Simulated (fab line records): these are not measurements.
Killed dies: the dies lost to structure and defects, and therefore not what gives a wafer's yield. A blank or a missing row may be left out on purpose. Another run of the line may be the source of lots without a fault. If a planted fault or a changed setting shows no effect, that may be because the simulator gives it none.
Comparing a struck lot with a sound one	flow n5Finfet	17 out of 1938 route steps
Sound: these wafers, L629.1, L629.2, L629.6. Struck: wafer L622.6. (L622.3 of the same lot was not struck and is left out.) The cause comes at the end.
Per side, at each step with rows, come the tool, then ch with its chambers, and then its first start. Under that, the readings that differ: sound wafers	struck wafers	difference of the means	sigmas: that difference in standard deviations of wafers without a fault.
alike: readings whose means differ by less than 2 such deviations, and words and numbers that are the same on both sides. not compared: withheld readings, readings that some wafer has no value for, bounds like >300 that may hide the same value, and numbers for which the record gives no deviation and whose values overlap.
A row with sigmas, a row that says differs or no value, or rows on one side alone: a step with any of these is where the two part. Numbers that don't overlap but have no deviation are shown without sigmas and don't part them. A reading that every wafer of one side lacks parts them only if that side has two wafers or more.

N5_FIN_SAQP_THK_MEAS_05:
  sound on filmMetro-01 at day 5 15:14; struck on filmMetro-01 at day 3 21:56
  alike: thkNm
N5_FIN_SAQP_PECVD_47: deposits a-Si from SiH4/He, target thk 45 nm, time 36.3 s.
  sound on pecvd-01 ch 0,1, day 5 15:16; struck on pecvd-01 ch 1, day 3 21:58
  alike: heaterPowerW, showerheadPlenumPTorr, throttleValvePct
N5_FIN_SAQP_PECVD_48: deposits SiNx from SiH4/NH3/N2, target thk 25 nm, time 22.1 s.
  sound on pecvd-01 ch 0,1, day 5 15:19; struck on pecvd-01 ch 1, day 3 22:00
  alike: heaterPowerW, showerheadPlenumPTorr, throttleValvePct
N5_FIN_SAQP_PECVD_06: deposits a-Si from SiH4/He, target thk 60 nm, time 48.1 s.
  sound on pecvd-01 ch 0,1, day 5 15:21; struck on pecvd-01 ch 1, day 3 22:02
  alike: heaterPowerW, showerheadPlenumPTorr, throttleValvePct
N5_FIN_SAQP_THK_MEAS_07:
  sound on filmMetro-01 at day 5 15:26; struck on filmMetro-01 at day 3 22:08
  alike: thkNm
N5_FIN_SAQP_HM_DEP_72: deposits SiO2 from SiH4/N2O, target thk 12 nm, time 7.2 s.
  sound on pecvd-01 ch 1,2, day 5 15:29; struck on pecvd-01 ch 1, day 3 22:10
  alike: heaterPowerW, showerheadPlenumPTorr
then, 6 steps without rows for these wafers: N5_FIN_SAQP_COAT_49 (time 60 s, resist thk 100 nm); N5_FIN_SAQP_COAT_50 (time 60 s, resist thk 35 nm); N5_FIN_SAQP_COAT_10 (resist thk 90 nm); N5_FIN_SAQP_EBR_12; N5_FIN_SAQP_SOFTBAKE_11 (time 60 s); N5_FIN_SAQP_EXPOSE_13 (exposes mask FIN CORE, target cd 35.6 nm).
N5_FIN_SAQP_PEB_14: peb time 60 s.
  sound on lithoTrack-01 ch 0, day 5 15:52; struck on lithoTrack-02 ch 0, day 3 22:33
then, 1 step without rows for these wafers: N5_FIN_SAQP_DEVELOP_15 (develop time 30 s).
N5_FIN_SAQP_CD_MEAS_16 targets a cd of 35.6 nm.
  sound on cdSem-03 ch 0, day 5 15:55; struck on cdSem-03 ch 0, day 3 22:37
reading	sound	struck	difference	sigmas
cdNm (nm)	35.16 35.54 34.90	34.06	-1.14	-4
N5_FIN_SAQP_OVL_MEAS_17:
  sound on overlay-01 ch 0, day 5 15:58; struck on overlay-01 ch 0, day 3 22:40
  alike: FIN_CORE_OVL
-- the record jumps here: 6 days lie between the struck wafers' starts before and after (it left off in module FIN_SAQP and takes up again in module BEOL_M4, whose first step shown is number 1111 of the route) --
N5_BEOL_M4_RC_MEAS_101:
  sound on prober-01 ch 0, day 11 18:34; struck on prober-02 ch 0, day 9 18:11
  alike: DIBL_N, DIBL_P, IOFF_N, IOFF_P, ION_N, ION_P, SS_N, SS_P, VT_N, VT_P

WHERE THEY PART
Within this record, at N5_FIN_SAQP_CD_MEAS_16 only. Later steps at which nothing parts them and some readings are alike: N5_FIN_SAQP_OVL_MEAS_17, N5_BEOL_M4_RC_MEAS_101.

WHY: what had been put in by the simulator
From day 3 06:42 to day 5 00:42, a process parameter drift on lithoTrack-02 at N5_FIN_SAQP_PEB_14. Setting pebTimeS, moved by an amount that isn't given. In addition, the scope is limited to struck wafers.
